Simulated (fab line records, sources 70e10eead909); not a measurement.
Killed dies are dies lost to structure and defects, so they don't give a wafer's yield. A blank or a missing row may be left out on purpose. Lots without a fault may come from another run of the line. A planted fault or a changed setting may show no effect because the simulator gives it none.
Which tool did it? | flow nand_harc | 10 lots, 30 wafers sampled, at 5 steps of a route of 1302

WHAT THE GAUGES READ, wafer by wafer
NHARC_END_SORT_01.
lot  | measured     | on        | killed_at_array | killed_at_other | killed_at_periphery | killed_dies | killed_open | killed_short
L322 | day 25 19:35 | prober-01 | 59 72 75        | 1 0 0           | 5 3 2               | 65 75 77    | 4 4 4       | 0 1 4
L326 | day 27 00:41 | prober-01 | 39 34 30        | 0 1 0           | 4 2 5               | 43 37 35    | 2 4 3       | 5 3 2
L334 | day 29 22:45 | prober-01 | 46 52 38        | 4 2 4           | 1 1 1               | 51 55 43    | 5 3 2       | 1 3 1
L335 | day 31 14:59 | prober-01 | 63 70 76        | 0 1 0           | 8 2 3               | 71 73 79    | 3 3 2       | 4 3 3

WHICH TOOL RAN EACH LOT (tool, then ch and the chambers of the sampled wafers, then the start)
lot  | NHARC_A_CHANNEL_HOLE_D2_ETCH_38    | NHARC_A_CHANNEL_HOLE_D2_ETCH_34               | NHARC_A_CHANNEL_HOLE_D2_ETCH_16               | NHARC_A_CHANNEL_HOLE_D2_ETCH_22
L320 | rie_diel-01 ch 0,1,2, day 13 21:41 | rie_diel-01 ch 1,3, day 13 23:39 or earlier   | rie_diel-01 ch 0,2, day 13 23:39 or earlier   | har_etch-02 ch 0,1, day 13 23:39
L322 | rie_diel-01 ch 0,1,2, day 14 15:38 | rie_diel-01 ch 0,1,2, day 14 17:57 or earlier | rie_diel-01 ch 0,1,2, day 14 17:57 or earlier | har_etch-02 ch 0,1, day 14 17:57
L325 | rie_diel-01 ch 0,1, day 15 05:21   | rie_diel-01 ch 0,2, day 15 07:44 or earlier   | rie_diel-01 ch 0,2, day 15 07:44 or earlier   | har_etch-02 ch 0,1, day 15 07:44
L326 | rie_diel-10 ch 0,1, day 15 23:51   | rie_diel-10 ch 1,2,3, day 16 01:49 or earlier | rie_diel-10 ch 1,2,3, day 16 01:49 or earlier | har_etch-01 ch 1, day 16 01:49
L334 | rie_diel-01 ch 0,2,3, day 19 03:11 | rie_diel-01 ch 1,2,3, day 19 05:08 or earlier | rie_diel-01 ch 0,3, day 19 05:08 or earlier   | har_etch-01 ch 0,1, day 19 05:08
L335 | rie_diel-01 ch 0,2,3, day 19 21:54 | rie_diel-01 ch 0,1,2, day 20 00:27 or earlier | rie_diel-01 ch 0,1,2, day 20 00:27 or earlier | har_etch-02 ch 0,1, day 20 00:27
L338 | rie_diel-05 ch 0,1, day 21 04:39   | rie_diel-05 ch 0,3, day 21 08:17 or earlier   | rie_diel-05 ch 0,3, day 21 08:17 or earlier   | har_etch-01 ch 0,1, day 21 08:17
L339 | rie_diel-10 ch 2,3, day 21 04:57   | rie_diel-10 ch 0,2,3, day 21 11:44 or earlier | rie_diel-10 ch 0,1,3, day 21 11:44 or earlier | har_etch-02 ch 0, day 21 11:44
L340 | rie_diel-01 ch 0,2, day 22 01:29   | rie_diel-01 ch 0,2, day 22 04:38 or earlier   | rie_diel-01 ch 0,2,3, day 22 04:38 or earlier | har_etch-02 ch 0,1, day 22 04:38
L342 | rie_diel-05 ch 1,2,3, day 22 07:55 | rie_diel-05 ch 0,1,2, day 22 09:58 or earlier | rie_diel-05 ch 0,2,3, day 22 09:58 or earlier | har_etch-02 ch 0,1, day 22 09:58
- NHARC_A_CHANNEL_HOLE_D2_ETCH_38: etches the open film in CF4, target depth 39 nm, time 65 s.
- NHARC_A_CHANNEL_HOLE_D2_ETCH_34: etches the open film in CF4/CHF3, target depth 154 nm, time 77 s.
- NHARC_A_CHANNEL_HOLE_D2_ETCH_16: etches the open film in O2/COS, target depth 3100 nm, time 806 s.
- NHARC_A_CHANNEL_HOLE_D2_ETCH_22: etches the open film in C4F8/O2/Ar, time 666.7 s, target depth 1600 nm.

WHAT THE TOOLS THEMSELVES READ (means of the sampled wafers that have a number; where no wafer has one, the mark that the record gives instead)
NHARC_A_CHANNEL_HOLE_D2_ETCH_38.
lot  | tool        | bias_w (W) | drypump_motor_current_A (A) | oes_product_au (a.u.) | rf_vpp_V (V) | showerhead_plenum_p_Torr (Torr) | throttle_valve_pct (%)
L320 | rie_diel-01 | 100.12     | 5.5                         | 0.988                 | 151.3        | 1.79                            | 13.285
L322 | rie_diel-01 | 100.07     | 5.5                         | 0.987                 | 150.9        | 1.79                            | 13.283
L325 | rie_diel-01 | 100.25     | 5.6                         | 0.997                 | 151.2        | 1.81                            | 13.274
L326 | rie_diel-10 | 99.97      | 5.4                         | 0.983                 | 150.5        | 1.69                            | 13.300
L334 | rie_diel-01 | 100.24     | 5.6                         | 0.947                 | 149.8        | 1.77                            | 13.288
L335 | rie_diel-01 | 99.96      | 5.6                         | 0.935                 | 150.9        | 1.77                            | 13.283
L338 | rie_diel-05 | 100.19     | 6.2                         | 0.990                 | 151.2        | 1.78                            | 13.284
L339 | rie_diel-10 | 99.96      | 5.6                         | 1.003                 | 152.2        | 1.85                            | 13.286
L340 | rie_diel-01 | 99.81      | 5.4                         | 0.992                 | 151.5        | 1.77                            | 13.281
L342 | rie_diel-05 | 100.10     | 6.0                         | 0.994                 | 151.6        | 1.81                            | 13.292

NHARC_A_CHANNEL_HOLE_D2_ETCH_34.
lot  | tool        | bias_w (W) | drypump_motor_current_A (A) | oes_product_au (a.u.) | rf_vpp_V (V) | showerhead_plenum_p_Torr (Torr) | throttle_valve_pct (%)
L320 | rie_diel-01 | 200.3      | 5.9                         | 0.963                 | 370.3        | 1.56                            | 16.799
L322 | rie_diel-01 | 199.8      | 5.5                         | 0.961                 | 371.9        | 1.60                            | 16.802
L325 | rie_diel-01 | 199.6      | 5.3                         | 0.963                 | 372.8        | 1.62                            | 16.802
L326 | rie_diel-10 | 199.8      | 5.5                         | 0.969                 | 371.9        | 1.61                            | 16.806
L334 | rie_diel-01 | 200.4      | 5.8                         | 0.963                 | 369.8        | 1.55                            | 16.803
L335 | rie_diel-01 | 199.8      | 5.5                         | 0.964                 | 371.3        | 1.59                            | 16.805
L338 | rie_diel-05 | 200.9      | 5.5                         | 0.971                 | 369.8        | 1.55                            | 16.808
L339 | rie_diel-10 | 199.5      | 5.6                         | 0.963                 | 370.6        | 1.59                            | 16.804
L340 | rie_diel-01 | 199.4      | 5.3                         | 0.953                 | 371.6        | 1.62                            | 16.801
L342 | rie_diel-05 | 199.4      | 6.0                         | 0.971                 | 371.7        | 1.61                            | 16.800

NHARC_A_CHANNEL_HOLE_D2_ETCH_16.
lot  | tool        | bias_w (W) | drypump_motor_current_A (A) | o2_flow_sccm (sccm) | oes_product_au (a.u.) | rf_vpp_V (V) | showerhead_plenum_p_Torr (Torr) | throttle_valve_pct (%)
L320 | rie_diel-01 | 300.0      | 5.3                         | 400.3               | 1.001                 | 316.3        | 3.22                            | 28.327
L322 | rie_diel-01 | 300.5      | 5.5                         | 399.7               | 1.004                 | 315.1        | 3.17                            | 28.329
L325 | rie_diel-01 | 299.5      | 5.3                         | 400.3               | 0.997                 | 315.1        | 3.22                            | 28.328
L326 | rie_diel-10 | 299.6      | 5.5                         | 399.0               | 0.997                 | 315.4        | 3.21                            | 28.330
L334 | rie_diel-01 | 300.2      | 5.5                         | 399.7               | 0.999                 | 315.7        | 3.20                            | 28.332
L335 | rie_diel-01 | 299.8      | 5.5                         | 398.9               | 0.993                 | 314.0        | 3.16                            | 28.325
L338 | rie_diel-05 | 299.3      | 5.6                         | 399.6               | 0.994                 | 314.9        | 3.08                            | 28.331
L339 | rie_diel-10 | 299.2      | 5.6                         | 400.5               | 0.998                 | 314.0        | 3.09                            | 28.334
L340 | rie_diel-01 | 299.3      | 5.6                         | 400.1               | 0.992                 | 313.5        | 3.12                            | 28.325
L342 | rie_diel-05 | 299.9      | 5.7                         | 399.8               | 0.995                 | 314.5        | 3.16                            | 28.333

NHARC_A_CHANNEL_HOLE_D2_ETCH_22.
lot  | tool        | c4f8_flow_sccm (sccm) | drypump_motor_current_A (A) | o2_flow_sccm (sccm) | oes_air_line_au (a.u.) | showerhead_plenum_p_Torr (Torr) | throttle_valve_pct (%)
L320 | har_etch-02 | 89.7                  | 5.6                         | 35.74               | 0.999                  | 3.67                            | 32.161
L322 | har_etch-02 | 89.1                  | 5.5                         | 35.79               | 0.990                  | 3.66                            | 32.159
L325 | har_etch-02 | 89.0                  | 5.5                         | 35.64               | 0.995                  | 3.66                            | 32.161
L326 | har_etch-01 | 89.1                  | 6.8                         | 35.73               | 0.990                  | 3.68                            | 32.158
L334 | har_etch-01 | 89.3                  | 6.4                         | 35.71               | 0.981                  | 3.61                            | 32.161
L335 | har_etch-02 | 89.4                  | 5.4                         | 35.73               | 1.012                  | 3.84                            | 32.149
L338 | har_etch-01 | 89.3                  | 6.4                         | 35.78               | 1.012                  | 3.60                            | 32.156
L339 | har_etch-02 | 89.1                  | 5.8                         | 35.57               | 1.000                  | 3.68                            | 32.154
L340 | har_etch-02 | 89.3                  | 5.4                         | 35.61               | 1.016                  | 3.82                            | 32.162
L342 | har_etch-02 | 88.9                  | 5.3                         | 35.82               | 1.007                  | 3.82                            | 32.159

THE ANSWER, worked out from the rows above alone
Rule: what is usual is taken from the lots themselves. Put in order of their means at a reading, lots are off if they are a third of the lots or fewer, leave a main group of 4 or more, and stand apart from it by a gap of 3 or more times the standard deviation of the main group's means; of several such gaps the widest counts. A main group whose means are all the same, to the digits that the tables above print for the reading, isn't used. A lot without any number at a reading at which 4 lots or more have one is off too. The other lots that the step has rows for count as sound. The gauges are gone through in route order, then the tools' own readings, and for those a lot's mean is taken as printed above. The first step at which some lot is off is used, and at that step the reading that is off furthest; a lot without a number counts as furthest.
Off: L334, L335, at NHARC_A_CHANNEL_HOLE_D2_ETCH_38 (oes_product_au). The main group: mean 0.992 a.u., standard deviation 0.0059.
A tool fits if, at that step or a process step before it, it ran every lot that is off, and no sound lot after the first of them. None of those tried fits.

WHAT THE SIMULATOR HAD PUT IN
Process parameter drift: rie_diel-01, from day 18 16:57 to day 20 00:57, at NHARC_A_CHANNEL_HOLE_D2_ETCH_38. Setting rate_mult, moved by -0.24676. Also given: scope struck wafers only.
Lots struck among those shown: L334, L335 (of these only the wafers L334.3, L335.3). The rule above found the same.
